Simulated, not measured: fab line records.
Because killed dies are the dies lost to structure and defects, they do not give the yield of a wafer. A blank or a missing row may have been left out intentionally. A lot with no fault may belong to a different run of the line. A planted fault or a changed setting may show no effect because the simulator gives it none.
Chamber matching    flow n5_finfet    4 sister chambers for N5_BEOL_M2_STRIP_36 on rie_diel-05
The step strips in N2/H2. 20 wafers are shown with their chamber, then 10 later ones without.

== WAFERS, EACH WITH ITS CHAMBER ==
wafer   chamber  showerhead_plenum_p_Torr (Torr)  throttle_valve_pct (%)  drypump_motor_current_A (A)
L078.1  0        2.48                             23.4                    5.9
L078.4  1        2.58                             24.0                    5.2
L078.5  0        2.48                             23.4                    5.9
L084.2  3        2.63                             23.7                    4.8
L084.4  1        2.57                             24.0                    5.2
L084.5  0        2.47                             23.4                    5.9
L086.1  3        2.63                             23.7                    4.8
L086.2  1        2.57                             24.1                    5.2
L086.3  2        2.71                             23.4                    5.6
L088.1  1        2.57                             24.1                    5.2
L088.4  2        2.70                             23.4                    5.5
L088.6  3        2.63                             23.7                    4.8
L090.3  1        2.57                             24.1                    5.2
L090.4  3        2.63                             23.7                    4.9
L090.5  3        2.63                             23.7                    4.9
L089.2  1        2.57                             24.1                    5.2
L089.3  2        2.70                             23.4                    5.6
L089.5  1        2.57                             24.1                    5.2
L091.2  1        2.57                             24.1                    5.2
L091.4  3        2.63                             23.7                    4.9

SIGNATURES (averages over the wafers above)
reading                   chamber 0  chamber 1  chamber 2  chamber 3  scatter within a chamber
showerhead_plenum_p_Torr  2.4767     2.5713     2.7033     2.6300     0.00372
throttle_valve_pct        23.400     24.075     23.400     23.700     0.0306
drypump_motor_current_A   5.900      5.200      5.567      4.850      0.0368
Rule: distance of a wafer from a chamber = root of the sum over the readings of ((wafer's reading minus chamber's mean) / reading's scatter) squared. If the next closest chamber is less than 2 further off than the closest, the wafer can't be placed; otherwise it belongs to the closest. The scatter: take each reading less its chamber's mean, square it, sum over the shown wafers, divide by the number of wafers less the number of chambers, and take the root.

== WAFERS WHOSE CHAMBER IS MISSING ==
wafer   showerhead_plenum_p_Torr (Torr)  throttle_valve_pct (%)  drypump_motor_current_A (A)
L091.6  2.57                             24.1                    5.2
L092.2  2.63                             23.7                    4.8
L092.3  2.57                             24.1                    5.2
L092.5  2.57                             24.1                    5.2
L094.1  2.46                             23.4                    5.9
L094.3  2.70                             23.4                    5.5
L094.4  2.57                             24.1                    5.2
L093.1  2.46                             23.4                    5.9
L093.4  2.56                             24.1                    5.2
L093.6  2.56                             24.1                    5.2

== WHICH CHAMBER EACH WENT THROUGH ==
wafer   from the rows above  in truth
L091.6  1                    1
L092.2  3                    3
L092.3  1                    1
L092.5  1                    1
L094.1  0                    0
L094.3  2                    2
L094.4  1                    1
L093.1  0                    0
L093.4  1                    1
L093.6  1                    1
Placed correctly: 10 of 10. From these rows, 0 cannot be placed. Wrongly placed: 0.
